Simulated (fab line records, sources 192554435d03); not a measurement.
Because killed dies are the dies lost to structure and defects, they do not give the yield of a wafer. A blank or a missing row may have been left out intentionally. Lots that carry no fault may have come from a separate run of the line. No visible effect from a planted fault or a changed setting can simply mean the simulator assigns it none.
Code-filled problem report in 8D (eight disciplines) form + flow n5-finfet + the parts of the form that need people (team, actions taken, sign-off) are left out

== 1. THE ISSUE ==
Wafers free of any fault read 1038 ohm/sq (standard deviation 7.1) for RS_NWELL at N5_BEOL_M4_RC_MEAS_101, against a mean of 948 ohm/sq on 6 wafers of 2 lots. Relative to the usual mean, that is a shift of -13 standard deviations.
Seen first at day 9 22:04 on prober-02, wafer L684.4. The record has a number at this step for 27 wafers belonging to 9 lots. Rule for "out" (also "out of limits"): further than 4 standard deviations from the usual mean. All remaining wafers that have a number are taken as sound.

== 2. WHAT THIS IS AND IS NOT ==
| question                    | is                     | is not                                                                                |
|-----------------------------|------------------------|---------------------------------------------------------------------------------------|
| which readings at this step | RS_NWELL               | DIBL_N, DIBL_P, IOFF_N, IOFF_P, ION_N, ION_P, SS_N, SS_P, VT_N, VT_P                  |
| which lots                  | L684, L686             | L676, L680, L681, L682, L692, L696, L698                                              |
| which wafers of those lots  | all that have a number | -                                                                                     |
| read on which gauges        | prober-01, prober-02   | -                                                                                     |
| when                        | from day 9 22:04       | up to then (9 sound wafers); but 12 sound wafers of L682, L692, L696, L698 came after |

== 3. SUSPECTS, AND WHAT RULES EACH OUT ==
Counting: a tool at a process step up to the reading stays a suspect if it ran every lot that is out and no sound lot after the first of them.
- the gauge at N5_BEOL_M4_RC_MEAS_101 has been ruled out. 2 gauges (prober-01, prober-02) read the wafers that are out.
- rie-si-03 at N5_ZERO_LAYER_ETCH_18 (etches Si in HBr/Cl2, target depth 120 nm, time 40 s): ruled out as a lasting fault. Following L684 (day 3 12:55), the first lot on it that is out, the sound lots L692, L696 were run on it.
- implanter-02 at N5_WELL_APT_IMPLANT_14: ruled out as a lasting fault. Following L684 (day 3 14:35), the first lot on it that is out, the sound lots L696 were run on it.
- rie-si-05 at N5_PMOS_HMC_CHANNEL_EPI_FIN_RECESS_16 (chemistry HBr/Cl2, target Si, target depth 54 nm, time 18 s): ruled out as a lasting fault. Following L684 (day 3 18:23), the first lot on it that is out, the sound lots L692 were run on it.
Left after counting: nothing in the record.

== 4. THE CAUSE (what the simulator had put in) ==
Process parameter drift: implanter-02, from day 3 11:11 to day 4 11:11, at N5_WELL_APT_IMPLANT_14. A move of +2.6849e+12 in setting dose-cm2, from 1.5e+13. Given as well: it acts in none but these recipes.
Counting ruled it out, wrongly: the rule takes a fault to strike every lot that its tool runs from its start on, and this one did not.

== 5. SEQUENCE OF EFFECTS, ordered by route ==
Each row: a reading whose mean over the struck wafers that have a number lies more than 3 standard deviations from the usual. Readings are gone through only where the record gives a usual standard deviation; hours: the median, over the lots, of the time from a lot's start at the first step in this table giving one to that lot's start at this step; sigmas: the change measured in usual standard deviations.
| hours | step                   | reading            | usual       | on struck wafers | change      | sigmas      |
|-------|------------------------|--------------------|-------------|------------------|-------------|-------------|
| 0     | N5_WELL_APT_IMPLANT_14 | dose-ions-cm2      | 1.4998e+13  | 1.7690e+13       | +2.6925e+12 | +99 or more |
| 0     | N5_WELL_APT_IMPLANT_14 | faraday-current-uA | 190         | 224              | +34         | +9.4        |
| 150   | N5_BEOL_M4_RC_MEAS_101 | RS_NWELL           | 1038 ohm/sq | 948              | -90         | -13         |
Here are the process steps it includes:
- N5_WELL_APT_IMPLANT_14

== 6. WHAT WOULD HAVE CAUGHT IT SOONER ==
The first out-of-limits reading at a measuring or inspecting step in this record came at day 9 22:04, 155 hours after the fault's start at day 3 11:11.
Tool's own readings at N5_WELL_APT_IMPLANT_14, dose-ions-cm2, faraday-current-uA: out on all struck wafers the step has rows for; an alarm limit on them would have tripped on the first.
